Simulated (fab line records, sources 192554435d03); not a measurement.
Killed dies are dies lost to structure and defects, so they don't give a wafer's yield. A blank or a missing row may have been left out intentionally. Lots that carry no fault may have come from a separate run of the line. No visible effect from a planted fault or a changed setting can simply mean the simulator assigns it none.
2 desks looking at one fault + flow n5-finfet + each desk has only its own numbers; what lay behind them comes last

== FROM THE METROLOGY DESK ==
What the gauges read, lot by lot, whatever tool the lot ran on: means of the sampled wafers that have a number. The brackets show how far a lot's mean lies from the usual mean; more than 4 standard deviations puts the lot out of limits, marked OUT. Readings shown: 7 of its 10, picked as those furthest out on some lot.
Columns: A = DIBL_N at N5_BEOL_M4_RC_MEAS_101, usual 36.0 mV/V; B = DIBL_P at N5_BEOL_M4_RC_MEAS_101, usual 36.0 mV/V; C = IOFF_N at N5_BEOL_M4_RC_MEAS_101, usual 0.155 nA/um; D = IOFF_P at N5_BEOL_M4_RC_MEAS_101, usual 0.20 nA/um; E = SS_N at N5_BEOL_M4_RC_MEAS_101, usual 71.5 mV/dec; F = SS_P at N5_BEOL_M4_RC_MEAS_101, usual 73.2 mV/dec; G = VT_P at N5_BEOL_M4_RC_MEAS_101, usual -251.0 mV
| lot  | first seen here | A    | B    | C     | D    | E    | F    | G      |
|------|-----------------|------|------|-------|------|------|------|--------|
| L802 | day 9 22:37     | 40.5 | 40.1 | 0.216 | 0.27 | 72.5 | 74.4 | -247.3 |
| L803 | day 10 05:05    | 36.8 | 35.1 | 0.156 | 0.18 | 71.1 | 73.1 | -253.4 |
| L804 | day 10 07:43    | 37.3 | 37.8 | 0.178 | 0.23 | 72.1 | 73.7 | -250.7 |
| L812 | day 12 00:05    | 35.5 | 37.0 | 0.151 | 0.20 | 71.2 | 73.0 | -253.5 |
| L814 | day 12 21:11    | 36.2 | 37.7 | 0.159 | 0.19 | 71.8 | 73.6 | -254.7 |
| L817 | day 13 15:59    | 37.6 | 36.7 | 0.168 | 0.22 | 71.6 | 73.8 | -248.0 |
| L820 | day 13 23:31    | 37.1 | 35.7 | 0.166 | 0.22 | 71.4 | 73.5 | -249.7 |
| L818 | day 14 00:02    | 33.6 | 33.1 | 0.129 | 0.18 | 71.0 | 72.4 | -251.0 |
| L819 | day 14 01:47    | 33.5 | 33.7 | 0.129 | 0.17 | 71.0 | 72.8 | -252.9 |
Result from this desk: across the 9 lots, nothing is out of limits.

== THE TOOL OWNER'S DESK: ald-sin-02 ==
The tool's own readings at N5_MOL_CONTACT_COAG_ALD_123 (deposits SiNx, target thk 5 nm, pulse time 1 s, purge time 2 s): means of the sampled wafers that have a number, for each lot that ran on this tool. The brackets show how far a lot's mean lies from the usual mean; more than 4 standard deviations puts the lot out of limits, marked OUT.
Columns: A = heater-power-w at N5_MOL_CONTACT_COAG_ALD_123, usual 867 W; B = precursor-pulse-height-rel at N5_MOL_CONTACT_COAG_ALD_123, usual 1.000; C = susceptor-temp-C at N5_MOL_CONTACT_COAG_ALD_123, usual 399.99 C
| lot  | first seen here | A    | B     | C                        |
|------|-----------------|------|-------|--------------------------|
| L802 | day 6 16:14     | 972  | 0.988 | 399.80                   |
| L803 | day 6 19:47     | 1079 | 1.026 | 431.72 (+99 or more) OUT |
| L804 | day 7 00:38     | 1155 | 1.011 | 431.70 (+99 or more) OUT |
| L818 | day 10 20:16    | 907  | 0.987 | 399.85                   |
This desk finds L803, L804 out of limits, L803 being first, at day 6 19:47 (susceptor-temp-C at N5_MOL_CONTACT_COAG_ALD_123). Within limits: L802, L818.

== BROUGHT TOGETHER ==
The tool owner's desk had the chance to raise an alarm at day 6 19:47 on L803, L804.
From the metrology desk's view, nothing was out of limits.
The metrology desk holds a record of L803, L804, inside its limits.
The lots listed all ran N5_MOL_CONTACT_COAG_ALD_123 on ald-sin-02.

== WHAT THE SIMULATOR HAD PUT IN ==
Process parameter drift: ald-sin-02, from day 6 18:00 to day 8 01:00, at N5_MOL_CONTACT_COAG_ALD_123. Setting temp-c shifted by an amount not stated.
Struck lots among those shown: L803, L804.
Delay in hours, fault start to first out-of-limits reading, by desk: the tool owner's desk at 2.
